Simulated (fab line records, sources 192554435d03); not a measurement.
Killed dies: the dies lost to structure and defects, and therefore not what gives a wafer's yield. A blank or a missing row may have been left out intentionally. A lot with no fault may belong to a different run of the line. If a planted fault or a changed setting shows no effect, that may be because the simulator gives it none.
2 desks, one fault :: flow n5Finfet :: what lay behind the numbers comes last; until then each desk has only its own

== FOR THE TOOL OWNER'S DESK: rieDiel-01 ==
The tool's own readings at N5_GATE_CUT_ETCH_28 (etches underlayer in N2/H2, target depth 13 nm, time 10.4 s): means of the sampled wafers that have a number, for each lot that ran on this tool. The brackets show how far a lot's mean lies from the usual mean; more than 4 standard deviations puts the lot out of limits, marked OUT. Only the readings that lie furthest out on some lot appear, 7 of the 8 it has.
Columns: A = etchRfOnTimeS at N5_GATE_CUT_ETCH_28, usual 10.4 s; B = n2FlowSccm at N5_GATE_CUT_ETCH_28, usual 200.0 sccm; C = oesProductAu at N5_GATE_CUT_ETCH_28, usual 0.67 a.u.; D = rfFwdPowerW at N5_GATE_CUT_ETCH_28, usual 819.2 W; E = rfVppV at N5_GATE_CUT_ETCH_28, usual 523.4 V; F = showerheadPlenumPTorr at N5_GATE_CUT_ETCH_28, usual 2.52 Torr; G = throttleValvePct at N5_GATE_CUT_ETCH_28, usual 17.84 %
lot: L736
first seen here: day 5 05:27
A: 10.3
B: 200.1
C: 0.71
D: 820.8
E: 526.1
F: 2.59
G: 17.90

lot: L740
first seen here: day 6 06:43
A: 10.4
B: 200.1
C: 0.63
D: 820.3
E: 526.3
F: 2.60
G: 17.99

lot: L744
first seen here: day 7 03:13
A: 10.6
B: 199.9
C: 0.68
D: 816.7
E: 523.4
F: 2.55
G: 17.94

lot: L746
first seen here: day 7 19:12
A: 10.5
B: 199.6
C: 0.68
D: 820.6
E: 525.3
F: 2.57
G: 17.80

lot: L748
first seen here: day 8 08:40
A: 9.1
B: 199.8
C: 0.82
D: 820.1
E: 525.1
F: 2.56
G: 17.74
This desk found nothing out of limits on any of the 5 lots.

== METROLOGY DESK ==
Means of the sampled wafers that have a number, per lot and without regard to the tool the lot ran on: this is what the gauges read. The brackets show how far a lot's mean lies from the usual mean; more than 4 standard deviations puts the lot out of limits, marked OUT. Only the readings that lie furthest out on some lot appear, 7 of the 10 it has.
Columns: A = DIBL_N at N5_BEOL_M4_RC_MEAS_101, usual 36.1 mV/V; B = DIBL_P at N5_BEOL_M4_RC_MEAS_101, usual 36.3 mV/V; C = IOFF_N at N5_BEOL_M4_RC_MEAS_101, usual 0.16 nA/um; D = IOFF_P at N5_BEOL_M4_RC_MEAS_101, usual 0.21 nA/um; E = ION_N at N5_BEOL_M4_RC_MEAS_101, usual 678 uA/um; F = ION_P at N5_BEOL_M4_RC_MEAS_101, usual 465 uA/um; G = VT_N at N5_BEOL_M4_RC_MEAS_101, usual 249 mV
lot: L736
first seen here: day 8 13:13
A: 34.6
B: 32.2
C: 0.11
D: 0.17
E: 656
F: 455
G: 255

lot: L738
first seen here: day 9 06:07
A: 36.0
B: 37.4
C: 0.16
D: 0.21
E: 679
F: 465
G: 252

lot: L740
first seen here: day 9 07:47
A: 34.9
B: 34.3
C: 0.13
D: 0.19
E: 664
F: 464
G: 252

lot: L741
first seen here: day 10 17:14
A: 37.2
B: 38.7
C: 0.17
D: 0.19
E: 673
F: 454
G: 251

lot: L744
first seen here: day 11 15:52
A: 36.4
B: 35.2
C: 0.15
D: 0.22
E: 669
F: 462
G: 251

lot: L745
first seen here: day 11 16:26
A: 38.8
B: 40.2
C: 0.24
D: 0.30
E: 701
F: 480
G: 244

lot: L746
first seen here: day 12 11:16
A: 39.0
B: 40.3
C: 0.22
D: 0.24
E: 695
F: 470
G: 244

lot: L748
first seen here: day 12 21:02
A: 38.1
B: 38.6
C: 0.21
D: 0.25
E: 692
F: 467
G: 245

lot: L756
first seen here: day 14 01:16
A: 35.5
B: 35.8
C: 0.15
D: 0.21
E: 674
F: 467
G: 251
This desk found nothing out of limits on any of the 9 lots.

== TAKEN TOGETHER ==
The desk of the tool owner found nothing out of limits.
Nothing out of limits was seen by the metrology desk.

== WHAT HAD BEEN PUT IN BY THE SIMULATOR ==
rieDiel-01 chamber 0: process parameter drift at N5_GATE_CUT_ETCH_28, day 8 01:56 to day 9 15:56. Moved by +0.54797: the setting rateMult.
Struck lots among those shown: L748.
